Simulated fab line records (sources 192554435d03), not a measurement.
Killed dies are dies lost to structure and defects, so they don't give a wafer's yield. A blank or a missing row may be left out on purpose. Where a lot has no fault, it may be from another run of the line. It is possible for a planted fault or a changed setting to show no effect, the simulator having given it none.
fab line records | flow n5Finfet
record lots=9 | wafers=27 | lastDay=18
route steps=1938 shown SD_EPI_N@287 SD_EPI_P@307 SD_ACTIVATION@331 BEOL_M4@1111
lots with no fault: from the same line, run without faults
startH: hours from the record's opening day to when the first of the lot's shown wafers began | waitH: how many hours have passed since the lot's step before this one | " unchanged from the row above | L1.1+2: several wafers, shown together as one row | - no value, or no start given | * or withheld: withheld | < > ~ a bound
route shown NAME@n: NAME is a module with steps in the file, n the number in the route of the first one | usual: mean/standard deviation of fault-free wafers | same: alike in all rows | chamber/n: place in a boat | sites: each site's reading | _std_site: standard deviation of those values | _edge_site: mean of outer sites minus mean of inner sites | radiusMm: how far each site lies from the wafer's centre | mask NAME#n: copy n | behind: tool/chamber where the wafer was last shaped | hold: the reason the lot was held/the length of the hold in hours/how it ended | device: transistor that didn't switch, given as n, p or np | end of line: tests of these same wafers at the route's end | a step given without rows: its recipe and nothing more | killed: dies that structure and defects cost at the first sort, which is not the same as the wafer's yield | map: shows each die of a wafer: x if killed, . if not, _ if none is there
set.NAME: the setting that was run; set.NAME@STEP: the one run at that earlier step | model.NAME: the simulator's own value behind a step, which no gauge read
the route's steps for a sample of lots (tables are steps, rows are wafers)
services: a tool's chamber out of use, with start hour (startH, from the record's first day; less than 0 if before it), hours out, and reason
## steps
# step N5_SD_EPI_N_VAPOR_ETCH_50
# recipe chemistry=HCl | target=Si | tempC=775 | timeS=54 | pressureTorr=20 | mode=isotropic
# usual susceptorTempC=775.0/0.36 | throttleValvePct=12.1/0.49
lot.wafer | tool        | chamber | startH | waitH | susceptorTempC | throttleValvePct
L942.1    | epiRpcvd-02 | 0       | 50.10  | 0.3   | 775.6          | 12.5
L942.3    | "           | 0       | "      | "     | 775.4          | 12.6
L942.6    | "           | 0       | "      | "     | 775.1          | 12.5
L945.1    | epiRpcvd-02 | 0       | 69.61  | 0.4   | 774.5          | 12.4
L945.3    | "           | 0       | "      | "     | 774.2          | 12.5
L945.6    | "           | 0       | "      | "     | 775.4          | 12.7
L946.2    | epiRpcvd-03 | 0       | 77.31  | 0.3   | 774.5          | 11.6
L946.4    | "           | 0       | "      | "     | 774.3          | 11.4
L946.5    | "           | 0       | "      | "     | 774.5          | 11.7
L948.2    | epiRpcvd-02 | 0       | 86.98  | 0.3   | 774.2          | 12.8
L948.4    | "           | 0       | "      | "     | 774.2          | 12.6
L948.5    | "           | 0       | "      | "     | 774.1          | 12.5
L954.1    | epiRpcvd-01 | 0       | 126.20 | 0.3   | 774.9          | 11.8
L954.3    | "           | 0       | "      | "     | 774.8          | 11.5
L954.4    | "           | 0       | "      | "     | 775.1          | 11.5
L956.1    | epiRpcvd-03 | 0       | 135.29 | 0.3   | 774.5          | 11.7
L956.4    | "           | 0       | "      | "     | 774.7          | 11.6
L956.5    | "           | 0       | "      | "     | 774.5          | 11.9
L961.3    | epiRpcvd-02 | 0       | 170.85 | 0.2   | 774.8          | 12.6
L961.4    | "           | 0       | "      | "     | 774.6          | 12.5
L961.6    | "           | 0       | "      | "     | 774.8          | 12.6
L963.2    | epiRpcvd-02 | 0       | 178.26 | 0.3   | 775.2          | 12.4
L963.4    | "           | 0       | "      | "     | 774.9          | 12.6
L963.6    | "           | 0       | "      | "     | 775.1          | 12.9
L965.1    | epiRpcvd-03 | 0       | 194.24 | 0.4   | 775.0          | 11.5
L965.2    | "           | 0       | "      | "     | 774.8          | 11.7
L965.3    | "           | 0       | "      | "     | 775.3          | 11.7
# step N5_SD_EPI_N_LINER_46
# recipe material=SiNx | targetThkA=30 | tempC=400 | aldPrecursorFamily=SiH2I2 | aldCoReactant=N2/H2-plasma | pressureTorr=2
# usual heaterPowerOuterW=510/56 | heaterPowerW=828/97 | susceptorTempC=399.99/0.22
lot.wafer | tool      | chamber | startH | waitH | heaterPowerOuterW | heaterPowerW | sinceWetCleanH | susceptorTempC
L942.1    | aldSin-04 | 1       | 52.39  | 0.3   | 646               | 996          | 150            | 399.71
L942.3    | "         | 0       | "      | "     | 474               | 768          | 150            | 399.61
L942.6    | "         | 3       | "      | "     | 536               | 810          | -              | 400.56
L945.1    | aldSin-02 | 3       | 73.23  | 1.0   | 435               | 715          | 354            | 400.12
L945.3    | "         | 2       | "      | "     | 485               | 757          | 354            | 399.95
L945.6    | "         | 3       | "      | "     | 427               | 730          | -              | 399.79
L946.2    | aldSin-02 | 1       | 79.60  | 0.3   | 507               | 830          | 360            | 400.26
L946.4    | "         | 3       | "      | "     | 436               | 725          | 360            | 399.55
L946.5    | "         | 0       | "      | "     | 548               | 919          | -              | 400.09
L948.2    | aldSin-04 | 3       | 89.31  | 0.3   | 543               | 799          | 187            | 399.95
L948.4    | "         | 2       | "      | "     | 576               | 983          | 187            | 399.93
L948.5    | "         | 3       | "      | "     | 556               | 791          | -              | 400.30
L954.1    | aldSin-02 | 0       | 128.40 | 0.2   | 553               | 901          | 29             | 399.79
L954.3    | "         | 2       | "      | "     | 457               | 731          | 29             | 399.86
L954.4    | "         | 3       | "      | "     | 448               | 723          | 29             | 400.09
L956.1    | aldSin-03 | 1       | 137.60 | 0.3   | 521               | 914          | 326            | 400.02
L956.4    | "         | 2       | "      | "     | 469               | 675          | 326            | 400.10
L956.5    | "         | 3       | "      | "     | 478               | 819          | -              | 399.94
L961.3    | aldSin-03 | 0       | 172.99 | 0.1   | 446               | 769          | 361            | 400.29
L961.4    | "         | 1       | "      | "     | 517               | 891          | 361            | 400.07
L961.6    | "         | 0       | "      | "     | 461               | 773          | -              | 400.41
L963.2    | aldSin-02 | 1       | 180.43 | 0.1   | 498               | 792          | 81             | 400.18
L963.4    | "         | 2       | "      | "     | 470               | 731          | 81             | 400.13
L963.6    | "         | 3       | "      | "     | 446               | 739          | -              | 400.05
L965.1    | aldSin-04 | 3       | 197.06 | 0.2   | 539               | 778          | 295            | 400.14
L965.2    | "         | 2       | "      | "     | 581               | 982          | 295            | 400.10
L965.3    | "         | 0       | "      | "     | 470               | 766          | 295            | 399.88
# step N5_SD_EPI_P_ETCH_36
# recipe chemistry=CF4 | target=SiARC | targetDepthA=455 | maskMaterial=CAR-ArF-block | timeS=75.8 | ionEnergyEv=80 | pressureMtorr=40 | sourceW=545 | biasW=36 | Ar_flow_sccm=100 | cf4FlowSccm=100 | ends=cleared
# usual drypumpMotorCurrentA=5.6/0.41 | etchRfOnTimeS=76.0/1.8 | oesProductAu=0.68/0.084 | rfVppV=184.3/1 | showerheadPlenumPTorr=2.16/0.05 | throttleValvePct=15.58/0.17
lot.wafer | tool       | chamber | startH | waitH | drypumpMotorCurrentA | etchRfOnTimeS | oesProductAu | rfHoursCounterH | rfVppV | showerheadPlenumPTorr | throttleValvePct
L942.1    | rieDiel-04 | 0       | 53.04  | 0.0   | 5.9                  | 75.0          | 0.70         | 94              | 184.7  | 2.15                  | 15.33
L942.3    | "          | 2       | "      | "     | 6.4                  | 73.2          | 0.84         | 5               | 184.7  | 2.20                  | 15.57
L942.6    | "          | 0       | "      | "     | 5.9                  | 74.5          | 0.69         | -               | 183.7  | 2.15                  | 15.35
L945.1    | rieDiel-05 | 2       | 74.00  | 0.0   | 5.5                  | 75.7          | 0.83         | 7               | 185.2  | 2.19                  | 15.39
L945.3    | "          | 0       | "      | "     | 6.2                  | 74.9          | 0.66         | 137             | 185.0  | 2.23                  | 15.80
L945.6    | "          | 0       | "      | "     | 6.2                  | 75.3          | 0.66         | -               | 184.0  | 2.23                  | 15.80
L946.2    | rieDiel-04 | 2       | 80.39  | 0.0   | 6.4                  | 74.7          | 0.80         | 17              | 182.6  | 2.20                  | 15.60
L946.4    | "          | 0       | "      | "     | 5.9                  | 74.2          | 0.69         | -               | 182.4  | 2.15                  | 15.35
L946.5    | "          | 2       | "      | "     | 6.4                  | 73.8          | 0.80         | -               | 184.9  | 2.20                  | 15.60
L948.2    | rieDiel-04 | 0       | 90.08  | 0.0   | 5.9                  | 75.2          | 0.68         | 108             | 184.2  | 2.15                  | 15.38
L948.4    | "          | 2       | "      | "     | 6.3                  | 74.7          | 0.79         | -               | 185.1  | 2.20                  | 15.62
L948.5    | "          | 1       | "      | "     | 5.3                  | 77.8          | 0.57         | -               | 183.4  | 2.10                  | 15.77
L954.1    | rieDiel-02 | 3       | 129.17 | 0.0   | 5.1                  | 76.4          | 0.62         | 156             | 187.0  | 2.23                  | 15.81
L954.3    | "          | 0       | "      | "     | 5.4                  | 79.0          | 0.58         | 241             | 182.3  | 2.03                  | 15.67
L954.4    | "          | 1       | "      | "     | 4.9                  | 78.8          | 0.58         | 235             | 184.8  | 2.19                  | 15.71
L956.1    | rieDiel-02 | 3       | 138.40 | 0.0   | 5.2                  | 77.2          | 0.62         | 158             | 186.5  | 2.23                  | 15.81
L956.4    | "          | 2       | "      | "     | 5.6                  | 76.3          | 0.65         | 150             | 185.8  | 2.14                  | 15.47
L956.5    | "          | 0       | "      | "     | 5.4                  | 80.1          | 0.58         | -               | 183.9  | 2.03                  | 15.68
L961.3    | rieDiel-04 | 1       | 173.64 | 0.0   | 5.3                  | 73.7          | 0.82         | 8               | 183.9  | 2.09                  | 15.26
L961.4    | "          | 3       | "      | "     | 5.7                  | 77.3          | 0.74         | 36              | 184.6  | 2.19                  | 15.68
L961.6    | "          | 3       | "      | "     | 5.7                  | 76.1          | 0.74         | -               | 185.2  | 2.19                  | 15.68
L963.2    | rieDiel-05 | 0       | 181.20 | 0.0   | 6.2                  | 76.6          | 0.63         | 168             | 186.7  | 2.22                  | 15.87
L963.4    | "          | 2       | "      | "     | 5.5                  | 77.2          | 0.76         | 37              | 184.6  | 2.18                  | 15.44
L963.6    | "          | 2       | "      | "     | 5.5                  | 77.8          | 0.75         | -               | 183.2  | 2.18                  | 15.45
L965.1    | rieDiel-02 | 0       | 197.90 | 0.0   | 5.4                  | 76.7          | 0.83         | 2               | 187.6  | 2.28                  | 15.21
L965.2    | "          | 3       | "      | "     | 5.2                  | 77.1          | 0.60         | 175             | 184.5  | 2.22                  | 15.84
L965.3    | "          | 2       | "      | "     | 5.6                  | 77.4          | 0.63         | 165             | 183.7  | 2.14                  | 15.48
# step N5_SD_ACTIVATION_LSA_01
# recipe tempC=1080 | timeS=0.0008 | ambient=N2
# usual wafer_temp_C_max=1086.7/1.1
lot.wafer | tool           | chamber | startH | waitH | wafer_temp_C_max
L942.1    | laserAnneal-01 | 0       | 56.96  | 0.2   | 1086.2
L942.3    | "              | 0       | "      | "     | 1086.3
L942.6    | "              | 0       | "      | "     | 1087.0
L945.1    | laserAnneal-01 | 0       | 77.91  | 0.2   | 1086.4
L945.3    | "              | 0       | "      | "     | 1086.5
L945.6    | "              | 0       | "      | "     | 1085.5
L946.2    | laserAnneal-01 | 0       | 84.33  | 0.2   | 1085.9
L946.4    | "              | 0       | "      | "     | 1087.1
L946.5    | "              | 0       | "      | "     | 1087.7
L948.2    | laserAnneal-01 | 0       | 94.03  | 0.2   | 1087.8
L948.4    | "              | 0       | "      | "     | 1086.4
L948.5    | "              | 0       | "      | "     | 1086.3
L954.1    | laserAnneal-01 | 0       | 137.00 | 0.2   | 1076.2
L954.3    | "              | 0       | "      | "     | 1075.9
L954.4    | "              | 0       | "      | "     | 1075.0
L956.1    | laserAnneal-01 | 0       | 142.64 | 0.2   | 1075.2
L956.4    | "              | 0       | "      | "     | 1073.9
L956.5    | "              | 0       | "      | "     | 1074.9
L961.3    | laserAnneal-02 | 0       | 180.09 | 0.2   | 1085.3
L961.4    | "              | 0       | "      | "     | 1088.6
L961.6    | "              | 0       | "      | "     | 1086.7
L963.2    | laserAnneal-02 | 0       | 187.45 | 0.2   | 1088.5
L963.4    | "              | 0       | "      | "     | 1087.2
L963.6    | "              | 0       | "      | "     | 1086.4
L965.1    | laserAnneal-02 | 0       | 202.18 | 0.2   | 1087.2
L965.2    | "              | 0       | "      | "     | 1090.6
L965.3    | "              | 0       | "      | "     | 1087.0
# step N5_SD_ACTIVATION_RS_MEAS_03
# recipe thkMeasGauge=four-point-probe
# usual RS_SD_N=21.80/0.28 | RS_SD_P=55.9/0.94
lot.wafer | tool         | chamber | startH | waitH | RS_SD_N[ohm/sq] | RS_SD_P[ohm/sq]
L942.1    | filmMetro-02 | -       | 57.17  | 0.2   | 21.71           | 54.1
L942.3    | "            | -       | "      | "     | 21.77           | 54.1
L942.6    | "            | -       | "      | "     | 21.53           | 53.3
L945.1    | filmMetro-01 | -       | 78.11  | 0.2   | 21.69           | 55.7
L945.3    | "            | -       | "      | "     | 21.55           | 55.8
L945.6    | "            | -       | "      | "     | 21.35           | 56.8
L946.2    | filmMetro-02 | -       | 84.53  | 0.2   | 21.94           | 56.2
L946.4    | "            | -       | "      | "     | 22.04           | 56.7
L946.5    | "            | -       | "      | "     | 22.01           | 56.8
L948.2    | filmMetro-02 | -       | 94.22  | 0.2   | 21.93           | 55.8
L948.4    | "            | -       | "      | "     | 21.42           | 54.2
L948.5    | "            | -       | "      | "     | 21.52           | 55.9
L954.1    | filmMetro-01 | -       | 137.20 | 0.2   | 23.19           | 55.0
L954.3    | "            | -       | "      | "     | 23.16           | 55.0
L954.4    | "            | -       | "      | "     | 22.93           | 55.6
L956.1    | filmMetro-02 | -       | 142.85 | 0.2   | 22.99           | 57.3
L956.4    | "            | -       | "      | "     | 23.63           | 56.5
L956.5    | "            | -       | "      | "     | 23.11           | 57.2
L961.3    | filmMetro-01 | -       | 180.29 | 0.2   | 21.74           | 55.9
L961.4    | "            | -       | "      | "     | 21.55           | 55.9
L961.6    | "            | -       | "      | "     | 21.66           | 56.7
L963.2    | filmMetro-02 | -       | 187.65 | 0.2   | 21.60           | 57.2
L963.4    | "            | -       | "      | "     | 21.80           | 56.9
L963.6    | "            | -       | "      | "     | 21.71           | 56.2
L965.1    | filmMetro-02 | -       | 202.39 | 0.2   | 21.79           | 56.4
L965.2    | "            | -       | "      | "     | 22.13           | 57.4
L965.3    | "            | -       | "      | "     | 22.20           | 55.9
# step N5_BEOL_M4_RC_MEAS_101
# usual DIBL_N=35.7/1.5 | DIBL_P=35.7/2 | IOFF_N=0.155/0.026 | IOFF_P=0.20/0.031 | ION_N=675/11 | ION_P=462/7.1 | RC_N=15.6/0.31 | RS_SD_N=28.2/0.35 | SS_N=71.3/0.57 | SS_P=73.1/0.56 | VT_N=250/3 | VT_P=-251/3
lot.wafer | tool      | chamber | startH | waitH | DIBL_N[mV/V] | DIBL_P[mV/V] | IOFF_N[nA/um] | IOFF_P[nA/um] | ION_N[uA/um] | ION_P[uA/um] | RC_N[ohm.um] | RS_SD_N[ohm/sq] | SS_N[mV/dec] | SS_P[mV/dec] | VT_N[mV] | VT_P[mV]
L942.1    | prober-02 | 0       | 175.87 | 0.0   | 36.7         | 36.3         | 0.153         | 0.21          | 667          | 459          | 15.6         | 28.3            | 71.6         | 72.7         | 251      | -252
L942.3    | "         | 0       | "      | "     | 37.2         | 36.8         | 0.171         | 0.23          | 673          | 459          | 15.8         | 28.2            | 71.7         | 73.6         | 250      | -249
L942.6    | "         | 0       | "      | "     | 35.3         | 34.4         | 0.142         | 0.18          | 666          | 461          | 15.6         | 27.9            | 71.2         | 72.6         | 252      | -251
L945.1    | prober-01 | 0       | 195.18 | 0.0   | 33.4         | 31.3         | 0.106         | 0.17          | 662          | 458          | 15.0         | 28.4            | 70.5         | 72.4         | 255      | -253
L945.3    | "         | 0       | "      | "     | 34.5         | 33.0         | 0.128         | 0.19          | 681          | 469          | 14.9         | 27.8            | 71.2         | 73.6         | 252      | -251
L945.6    | "         | 0       | "      | "     | 38.2         | 37.4         | 0.184         | 0.25          | 683          | 470          | 15.0         | 27.7            | 72.4         | 74.7         | 248      | -248
L946.2    | prober-02 | 0       | 199.05 | 0.2   | 36.1         | 34.7         | 0.165         | 0.21          | 674          | 460          | 15.5         | 28.1            | 72.0         | 72.9         | 248      | -251
L946.4    | "         | 0       | "      | "     | 37.1         | 34.5         | 0.181         | 0.20          | 694          | 468          | 15.9         | 28.4            | 72.9         | 73.0         | 248      | -252
L946.5    | "         | 0       | "      | "     | 35.4         | 32.9         | 0.140         | 0.18          | 678          | 464          | 15.9         | 28.4            | 71.3         | 72.6         | 251      | -252
L948.2    | prober-01 | 0       | 216.71 | 0.2   | 36.2         | 37.5         | 0.178         | 0.24          | 685          | 470          | 16.0         | 28.2            | 71.6         | 72.9         | 246      | -247
L948.4    | "         | 0       | "      | "     | 37.4         | 38.2         | 0.200         | 0.24          | 684          | 469          | 16.1         | 27.7            | 71.5         | 73.6         | 245      | -246
L948.5    | "         | 0       | "      | "     | 35.3         | 36.8         | 0.169         | 0.22          | 686          | 475          | 16.0         | 27.8            | 70.8         | 72.9         | 247      | -250
L954.1    | prober-01 | 0       | 252.89 | 0.0   | 35.3         | 35.9         | 0.175         | 0.23          | 690          | 478          | 16.5         | 29.8            | 71.7         | 73.7         | 246      | -248
L954.3    | "         | 0       | "      | "     | 34.7         | 35.0         | 0.152         | 0.21          | 679          | 471          | 17.1         | 29.5            | 70.9         | 73.1         | 249      | -248
L954.4    | "         | 0       | "      | "     | 34.8         | 34.9         | 0.154         | 0.21          | 675          | 470          | 16.4         | 29.7            | 70.7         | 73.3         | 248      | -250
L956.1    | prober-02 | 0       | 267.64 | 0.0   | 34.8         | 35.7         | 0.145         | 0.18          | 677          | 461          | 16.1         | 29.2            | 70.7         | 72.8         | 249      | -250
L956.4    | "         | 0       | "      | "     | 35.5         | 35.3         | 0.152         | 0.18          | 665          | 459          | 16.0         | 30.1            | 70.9         | 73.2         | 250      | -250
L956.5    | "         | 0       | "      | "     | 35.2         | 36.2         | 0.147         | 0.20          | 673          | 465          | 16.3         | 29.8            | 70.3         | 73.6         | 250      | -253
L961.3    | prober-01 | 0       | 286.34 | 0.3   | 34.8         | 33.1         | 0.112         | 0.18          | 654          | 458          | 15.4         | 28.1            | 71.0         | 72.4         | 255      | -251
L961.4    | "         | 0       | "      | "     | 36.9         | 36.3         | 0.160         | 0.23          | 682          | 474          | 15.5         | 27.6            | 71.2         | 73.0         | 248      | -247
L961.6    | "         | 0       | "      | "     | 36.3         | 35.8         | 0.146         | 0.22          | 679          | 468          | 15.0         | 27.6            | 71.5         | 72.6         | 250      | -249
L963.2    | prober-02 | 0       | 312.09 | 0.2   | 31.0         | 29.9         | 0.093         | 0.14          | 657          | 459          | 15.6         | 28.1            | 69.6         | 71.6         | 255      | -254
L963.4    | "         | 0       | "      | "     | 36.2         | 35.2         | 0.162         | 0.20          | 678          | 460          | 15.5         | 28.0            | 71.8         | 73.4         | 248      | -250
L963.6    | "         | 0       | "      | "     | 37.6         | 38.5         | 0.201         | 0.26          | 679          | 464          | 15.3         | 28.3            | 71.5         | 73.3         | 249      | -248
L965.1    | prober-02 | 0       | 320.07 | 0.0   | 36.7         | 38.3         | 0.173         | 0.21          | 680          | 466          | 15.2         | 28.3            | 72.6         | 73.2         | 247      | -251
L965.2    | "         | 0       | "      | "     | 37.4         | 38.4         | 0.189         | 0.22          | 674          | 461          | 15.8         | 28.6            | 71.5         | 73.3         | 246      | -251
L965.3    | "         | 0       | "      | "     | 35.5         | 37.9         | 0.159         | 0.21          | 683          | 462          | 15.4         | 28.8            | 72.3         | 72.8         | 249      | -250
## services
tool           | chamber | startH | hours | kind
rieDiel-04     | 3       | 28.67  | 77.2  | repair
aldSin-04      | 0       | 41.03  | 6.2   | repair
laserAnneal-02 | -       | 47.34  | 2.3   | pm
rieDiel-05     | 3       | 55.54  | 9.2   | repair
rieDiel-04     | 0       | 57.00  | 4.1   | repair
rieDiel-05     | 2       | 63.93  | 2.1   | repair
laserAnneal-01 | -       | 69.44  | 1.3   | pm
laserAnneal-02 | -       | 74.40  | 2.0   | repair
aldSin-02      | -       | 85.26  | 14.0  | pm
aldSin-04      | 3       | 97.85  | 6.5   | repair
epiRpcvd-03    | -       | 103.71 | 0.5   | repair
rieDiel-05     | 1       | 112.71 | 3.3   | repair
laserAnneal-02 | -       | 116.13 | 2.6   | repair
aldSin-03      | -       | 120.00 | 1.0   | repair
aldSin-04      | 0       | 132.35 | 10.1  | repair
rieDiel-04     | 2       | 143.32 | 5.9   | repair
rieDiel-04     | -       | 144.48 | 0.2   | repair
rieDiel-02     | 2       | 145.20 | 5.7   | repair
aldSin-04      | 2       | 155.97 | 3.0   | repair
rieDiel-02     | -       | 174.67 | 14.6  | pm
aldSin-03      | -       | 176.75 | 14.0  | pm
epiRpcvd-03    | -       | 178.08 | 2.8   | pm
rieDiel-02     | 0       | 190.78 | 2.9   | repair
rieDiel-02     | 3       | 201.95 | 4.0   | repair
## key
firstSign step=N5_SD_ACTIVATION_LSA_01 | reading=wafer_temp_C_max | direction=down | sigmas=10 | usual=* | struck=*
effect step=N5_SD_ACTIVATION_RS_MEAS_03 | reading=RS_SD_N | direction=up | sigmas=4.8 | usual=21.80 | struck=23.17
effect step=N5_BEOL_M4_RC_MEAS_101 | reading=RS_SD_N | direction=up | sigmas=4.1 | usual=28.2 | struck=29.7
effect step=N5_BEOL_M4_RC_MEAS_101 | reading=RC_N | direction=up | sigmas=2.7 | usual=15.6 | struck=16.4
metAt N5_SD_ACTIVATION_LSA_01
struckLots L954,L956
notActingAt N5_SD_EPI_N_VAPOR_ETCH_50,N5_SD_EPI_N_LINER_46,N5_SD_EPI_P_ETCH_36
onsetBetween 94.03 137.00
fault kind=processParameterDrift | tool=laserAnneal-01 | chamber=- | onsetH=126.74 | steps=N5_SD_ACTIVATION_LSA_01 | channel=tempC | offset=* | shape=step | endH=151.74 | stated=*
